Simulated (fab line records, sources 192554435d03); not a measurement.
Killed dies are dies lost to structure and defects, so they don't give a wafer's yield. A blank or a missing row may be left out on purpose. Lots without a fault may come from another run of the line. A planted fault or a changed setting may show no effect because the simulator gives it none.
A struck lot beside a sound one | flow n5_finfet | 15 steps out of a route of 1938
Sound: wafers L861.2, L861.3, L861.6. Struck: wafers L856.3, L856.5. (L856.4 of the same lot was not struck and is left out.) The cause comes at the end.
At each step with rows: each side's tool, then ch and its chambers, then its first start. Under that, the readings that differ: sound wafers | struck wafers | difference of the means | sigmas: that difference in standard deviations of wafers without a fault.
alike: readings whose means differ by less than 2 such deviations, and words and numbers that are the same on both sides. not compared: withheld readings, readings that some wafer has no value for, bounds like >300 that may hide the same value, and numbers for which the record gives no deviation and whose values overlap.
The two part at a step that has a row with sigmas, a row that says differs or no value, or rows on one side only. Numbers that don't overlap but have no deviation are shown without sigmas and don't part them. A reading that every wafer of one side lacks parts them only if that side has two wafers or more.

N5_BEOL_M15_ANNEAL_48: time 90 s.
  sound on rtp_anneal-01 ch 0, day 16 17:52; struck on rtp_anneal-01 ch 0, day 15 23:08
  alike: wafer_temp_C_max
N5_BEOL_M15_CMP_49: polishes, stops on SiO2, t overpolish 4.9 s, target thk 850 nm.
  sound on cmp-02 ch 1,2,3, day 16 18:07; struck on cmp-02 ch 1,2, day 15 23:21
  alike: barrier_field_endpoint_s, motor_current_A, overpolish_run_s
  not compared: pad_life_wafers
N5_BEOL_M15_THK_MEAS_50: measures by xrf.
  sound on film_metro-02, day 16 18:25; struck on film_metro-02, day 15 23:39
  alike: M15_THK
then, 1 step without rows for these wafers: N5_BEOL_M15_PRE_CLEAN_52 (time 15 s).
N5_BEOL_M15_DEP_53: deposits SiCN from 3MS/NH3, target thk 50 nm, time 17.8 s.
  sound on pecvd-01 ch 0,2, day 16 18:29; struck on pecvd-04 ch 0,2, day 15 23:43
  alike: showerhead_plenum_p_Torr, throttle_valve_pct
N5_BEOL_M15_RS_MEAS_54: measures by four-point-probe.
  sound on film_metro-02, day 16 18:33; struck on film_metro-01, day 15 23:47
  alike: M15_RS
N5_BEOL_M15_INSPECT_55: inspects for defects (darkfield).
  sound on defect_inspect-02, day 16 18:35; struck on defect_inspect-02, day 15 23:48
  alike: raw_defect_count
N5_BEOL_M15_RC_MEAS_101:
  sound on prober-02 ch 0, day 16 18:46; struck on prober-02 ch 0, day 16 00:08
  reading          | sound                   | struck          | difference | sigmas
  COMB_M11 (S/m)   | 1.7e-11 1.8e-11 2.3e-11 | 1.2e-11 1.1e-11 | -7.8e-12   | -3
  SERP_M9 (ohm/um) | 2.93 3.01 2.95          | 3.17 3.08       | +0.16      | +2
  alike: COMB_M10, COMB_M12, COMB_M13, COMB_M14, COMB_M15, COMB_M5, COMB_M6, COMB_M7, COMB_M8, COMB_M8_max_site, COMB_M9, SERP_M10, SERP_M11, SERP_M12, SERP_M13, SERP_M14, SERP_M5, SERP_M6, SERP_M7, SERP_M8
then, 3 steps without rows for these wafers: N5_PASSIVATION_PECVD_00 (deposits SiO2 from SiH4/N2O, target thk 200 nm, time 11.2 s); N5_MIM_BOT_DEGAS_01 (time 60 s); N5_MIM_BOT_SPUTTER_00 (material TiN, target thk 35 nm, time 89.7 s).
N5_MIM_TOP_ALD_00: deposits Al2O3, purge time 3 s, co reactant pulse time 3 s.
  sound on ald_hk-01 ch 0,2, day 16 23:00; struck on ald_hk-02 ch 1, day 16 02:34
  alike: precursor_pulse_height_rel
N5_MIM_TOP_ALD_01: deposits HfO2, target thk 5.6 nm, pulse time 1 s, purge time 3 s.
  sound on ald_hk-01 ch 0,2, day 16 23:00; struck on ald_hk-02 ch 1, day 16 02:00
  reading    | sound    | struck | difference | sigmas
  ald_cycles | 62 62 62 | 64 64  | +2         |
  alike: precursor_pulse_height_rel
N5_MIM_TOP_ALD_02: deposits Al2O3, purge time 3 s, co reactant pulse time 3 s.
  sound on ald_hk-01 ch 0,2; struck on ald_hk-02 ch 1
  alike: precursor_pulse_height_rel
N5_PASSIVATION_PROBE_49:
  sound on prober-01, day 17 11:28; struck on prober-01, day 16 14:31
  alike: defect_limited_yield, killed_at_M0_to_M3, killed_at_M4_up, killed_at_contacts, killed_at_front_end, killed_at_other, killed_dies, killed_open, killed_short, sort_bin_5_function, sort_bin_6_memory, sort_n_pass, sort_yield_pct

WHERE THEY PART
Only at N5_BEOL_M15_RC_MEAS_101, within this record. Later steps at which nothing parts them and some readings are alike: N5_MIM_TOP_ALD_00, N5_MIM_TOP_ALD_01, N5_MIM_TOP_ALD_02, N5_PASSIVATION_PROBE_49.

WHY: what the simulator had put in
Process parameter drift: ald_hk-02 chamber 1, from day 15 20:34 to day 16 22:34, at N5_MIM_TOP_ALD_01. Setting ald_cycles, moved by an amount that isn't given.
